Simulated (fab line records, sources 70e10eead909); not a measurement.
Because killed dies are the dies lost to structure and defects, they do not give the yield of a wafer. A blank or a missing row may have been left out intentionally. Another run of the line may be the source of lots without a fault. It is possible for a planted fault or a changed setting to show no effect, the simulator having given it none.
Matching of chambers + flow nand-harc + NHARC_A_BLC_ALD_23 on ald-metal-04: 4 sister chambers
The step deposits TiN, target thk 3 nm, pulse time 1 s, ald cycles 150. 30 wafers are shown with their chamber, then 12 later ones without.

## WAFERS WITH THEIR CHAMBER
| wafer  | chamber | heater-power-w (W) | precursor-pulse-height-rel |
|--------|---------|--------------------|----------------------------|
| L076.2 | 2       | 987                | 1.020                      |
| L076.5 | 1       | 1104               | 1.060                      |
| L076.6 | 0       | 1198               | 1.004                      |
| L074.1 | 0       | 1191               | 0.991                      |
| L074.4 | 2       | 984                | 0.977                      |
| L074.6 | 1       | 1063               | 1.007                      |
| L077.2 | 0       | 1198               | 1.023                      |
| L077.4 | 2       | 987                | 0.980                      |
| L077.6 | 1       | 1088               | 1.025                      |
| L079.1 | 0       | 1181               | 1.024                      |
| L079.2 | 3       | 1105               | 1.009                      |
| L079.3 | 2       | 990                | 0.988                      |
| L082.1 | 1       | 1097               | 0.980                      |
| L082.2 | 2       | 957                | 1.012                      |
| L082.5 | 1       | 1103               | 0.994                      |
| L081.2 | 0       | 1191               | 0.997                      |
| L081.3 | 2       | 972                | 0.978                      |
| L081.5 | 2       | 975                | 1.021                      |
| L083.2 | 1       | 1126               | 0.983                      |
| L083.4 | 1       | 1098               | 0.961                      |
| L083.5 | 2       | 997                | 1.014                      |
| L083.1 | 2       | 996                | 0.985                      |
| L083.3 | 0       | 1196               | 0.968                      |
| L083.6 | 0       | 1179               | 0.960                      |
| L085.1 | 3       | 1153               | 0.963                      |
| L085.2 | 1       | 1090               | 0.975                      |
| L085.4 | 2       | 998                | 1.007                      |
| L088.1 | 2       | 970                | 0.994                      |
| L088.2 | 1       | 1104               | 1.011                      |
| L088.5 | 0       | 1095               | 0.991                      |

SIGNATURES (means of the wafers above)
| reading                    | chamber 0 | chamber 1 | chamber 2 | chamber 3 | scatter within a chamber |
|----------------------------|-----------|-----------|-----------|-----------|--------------------------|
| heater-power-w             | 1178.62   | 1097.00   | 983.00    | 1129.00   | 22.8                     |
| precursor-pulse-height-rel | 0.99475   | 0.99956   | 0.99782   | 0.98600   | 0.024                    |
Rule: distance of a wafer from a chamber = root of the sum over the readings of ((wafer's reading minus chamber's mean) / reading's scatter) squared. If the next closest chamber is less than 2 further off than the closest, the wafer can't be placed; otherwise it belongs to the closest. The scatter is the square root of a quotient: the sum, over the shown wafers, of each reading's squared deviation from its chamber's mean, divided by wafers minus chambers.

## WAFERS WITH NO CHAMBER GIVEN
| wafer  | heater-power-w (W) | precursor-pulse-height-rel |
|--------|--------------------|----------------------------|
| L092.4 | 940                | 1.002                      |
| L092.5 | 1196               | 0.979                      |
| L092.6 | 1098               | 1.049                      |
| L094.1 | 1182               | 1.037                      |
| L094.3 | 1108               | 1.025                      |
| L094.4 | 1100               | 0.988                      |
| L095.1 | 1197               | 1.030                      |
| L095.2 | 979                | 1.016                      |
| L095.4 | 1088               | 0.989                      |
| L095.3 | 1082               | 0.961                      |
| L095.5 | 966                | 1.004                      |
| L095.6 | 1096               | 1.008                      |

## EACH ONE'S CHAMBER
| wafer  | from the rows above     | in truth |
|--------|-------------------------|----------|
| L092.4 | 2                       | 2        |
| L092.5 | can't be placed: 0 or 3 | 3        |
| L092.6 | can't be placed: 1 or 3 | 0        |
| L094.1 | can't be placed: 0 or 3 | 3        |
| L094.3 | can't be placed: 1 or 3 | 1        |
| L094.4 | can't be placed: 1 or 3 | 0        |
| L095.1 | can't be placed: 0 or 3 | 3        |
| L095.2 | 2                       | 2        |
| L095.4 | can't be placed: 1 or 3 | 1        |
| L095.3 | can't be placed: 1 or 3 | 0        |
| L095.5 | 2                       | 2        |
| L095.6 | can't be placed: 1 or 3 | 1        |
Correct placement for 3 of the 12. Can't be placed from these rows: 9 (the true chamber is among the candidates in 6). Placed wrongly: 0.
